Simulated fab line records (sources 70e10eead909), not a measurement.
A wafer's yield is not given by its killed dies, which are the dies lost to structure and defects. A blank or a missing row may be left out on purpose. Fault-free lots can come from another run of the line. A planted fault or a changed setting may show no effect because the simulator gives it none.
Chamber matching    flow nand_harc    NHARC_A_CONTACT_ETCH_106 on rie_diel-08 has 4 sister chambers
The step etches the open film in CF4/O2, target depth 90 nm, overetch 9 nm, time 49.5 s. 4 wafers are shown with their chamber, then 12 later ones without.

WAFERS PAIRED WITH THEIR CHAMBERS
wafer   chamber  showerhead_plenum_p_Torr (Torr)
L085.2  1        1.28
L089.4  2        1.39
L088.4  3        1.39
L088.5  0        1.37

WAFERS MISSING THEIR CHAMBER
wafer   showerhead_plenum_p_Torr (Torr)
L093.2  1.37
L093.5  1.28
L093.6  1.37
L092.2  1.37
L092.4  1.39
L092.6  1.39
L095.2  1.39
L095.4  1.37
L095.6  1.28
L096.1  1.39
L096.2  1.27
L096.3  1.39

CHAMBER TAKEN BY EACH
wafer   from the rows above      in truth
L093.2  0                        0
L093.5  1                        1
L093.6  0                        0
L092.2  0                        0
L092.4  can't be placed: 2 or 3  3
L092.6  can't be placed: 2 or 3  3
L095.2  can't be placed: 2 or 3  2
L095.4  0                        0
L095.6  1                        1
L096.1  can't be placed: 2 or 3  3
L096.2  1                        1
L096.3  can't be placed: 2 or 3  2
7 of 12 placed correctly. From these rows, 5 cannot be placed; in 5 the true chamber is one of the candidates. 0 placed wrongly.
How it was worked out, from the rows above alone: a wafer's distance from a chamber is the root of the sum, over the readings, of the square of ((its reading less the chamber's mean) divided by the reading's scatter). If the next closest chamber is less than 2 further off than the closest, the wafer can't be placed; otherwise it belongs to the closest. For every chamber, the mean is computed from those of its wafers that are shown. The scatter (one wafer shown for each chamber): square how far every hidden wafer sits from the nearest shown wafer, average those squares and take the square root.
